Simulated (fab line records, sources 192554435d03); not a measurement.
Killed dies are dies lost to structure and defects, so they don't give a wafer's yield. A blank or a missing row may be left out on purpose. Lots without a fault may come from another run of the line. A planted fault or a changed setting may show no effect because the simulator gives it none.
Split-lot experiment | flow n5_finfet | 7 lots, 21 wafers read, on a route of 1938 steps

THE SPLIT
At N5_BEOL_M10_ILD_DEP_00 (deposits SiCOH lowk from DEMS/porogen, target thk 308.51 nm, time 58 s), the setting time_s was moved away from the recipe's 58 s on 7 of the 21 wafers read, by -14.6% to +7.1%. The other wafers ran this setting at the recipe's value.

FROM THE SPLIT TO THE READING: what the file shows between them, 1 step
- N5_BEOL_M10_CURE_71: cures SiCOH lowk, time 240 s

THE READING
M10_ILD_THK, in nm, at N5_BEOL_M10_THK_MEAS_01. Fault-free wafers of this fab line usually give 268 nm, standard deviation 4.6 nm.

wafer  | tool, chamber at the split | time_s as run, s | against the recipe | M10_ILD_THK, nm | against lot-mates on the recipe
L080.1 | pecvd-04, 2                | 58               | recipe             | 259             | -
L080.2 | pecvd-04, 1                | 58               | recipe             | 269             | -
L080.5 | pecvd-04, 1                | 49.51            | -14.6%             | 231             | -33
L081.1 | pecvd-03, 2                | 58               | recipe             | 269             | -
L081.3 | pecvd-03, 1                | 58               | recipe             | 269             | -
L081.4 | pecvd-03, 1                | 53.42            | -7.9%              | 254             | -15
L091.2 | pecvd-03, 2                | 58               | recipe             | 269             | -
L091.5 | pecvd-03, 1                | 58               | recipe             | 276             | -
L091.6 | pecvd-03, 2                | 58               | recipe             | 269             | -
L090.1 | pecvd-01, 0                | 58               | recipe             | 258             | -
L090.5 | pecvd-01, 2                | 58               | recipe             | 265             | -
L090.6 | pecvd-01, 0                | 58               | recipe             | 263             | -
L093.2 | pecvd-04, 2                | 58               | recipe             | 266             | -
L093.5 | pecvd-04, 2                | 53.61            | -7.6%              | 254             | -12
L093.6 | pecvd-04, 0                | 53.61            | -7.6%              | 253             | -13
L096.1 | pecvd-03, 1                | 62.11            | +7.1%              | 290             | +25
L096.2 | pecvd-03, 0                | 62.11            | +7.1%              | 279             | +14
L096.3 | pecvd-03, 2                | 58               | recipe             | 265             | -
L097.2 | pecvd-03, 1                | 58               | recipe             | 274             | -
L097.4 | pecvd-03, 2                | 49.87            | -14.0%             | 235             | -34
L097.6 | pecvd-03, 0                | 58               | recipe             | 265             | -

THE FIT
A straight line over all 21 wafers: M10_ILD_THK changes by +2.25 nm for each +1% of time_s; r = +0.94; the points scatter about the line by 4.8 nm.
The same after taking each lot's own level away (the mean of its wafers on the recipe; 21 wafers): +2.3 nm for each +1%; r = +0.96; scatter 3.8 nm.
On that fit, the largest move of time_s shifts the reading by 34 nm.
The lots' own levels span 262.0 to 271.3 nm, that is 2.0 times the standard deviation above.
So the lot-to-lot level changes the slope little: the two slopes agree.
Check: with one of the wafers moved furthest among these (-14.6%) left out of the fit, the line predicts -32.7 nm for it against its lot-mates. It came out at -33 nm against them.

OTHER SPLITS ON THESE WAFERS
These wafers also went through other splits before the reading. Each is held against what the fit with the lots' levels taken away leaves over:
other split on the same wafers | wafers away from the commonest value | r with M10_ILD_THK (lot level and that fit taken away)
N5_BEOL_M8_EXPOSE_25 dose_mj   | 9                                    | +0.32
N5_BEOL_M9_PECVD_70 time_s     | 10                                   | +0.41
N5_BEOL_M9_COAT_05 spin_rpm    | 8                                    | -0.11

THE WHOLE CHAIN: every reading that the file lists as answering this split, in the file's order
step                    | what it does                                                           | reading                                                                                   | change (the file's fit)              | r (the file's)
N5_BEOL_M10_ILD_DEP_00  | deposits SiCOH lowk from DEMS/porogen, target thk 308.51 nm, time 58 s | SiCOH_lowk_of_BEOL_M10_ILD_DEP_00.thk_nm (the simulator's own value, which no gauge read) | +2.59 nm for each +1% of the setting | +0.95
N5_BEOL_M10_CURE_71     | cures SiCOH lowk, time 240 s                                           | SiCOH_lowk_of_BEOL_M10_ILD_DEP_00.thk_nm (the simulator's own value, which no gauge read) | +2.28 nm for each +1% of the setting | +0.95
N5_BEOL_M10_THK_MEAS_01 |                                                                        | M10_ILD_THK                                                                               | +2.29 for each +1% of the setting    | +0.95

THE FILE'S OWN FIT
M10_ILD_THK changes by +2.29 nm for each +1% of time_s, r = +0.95.
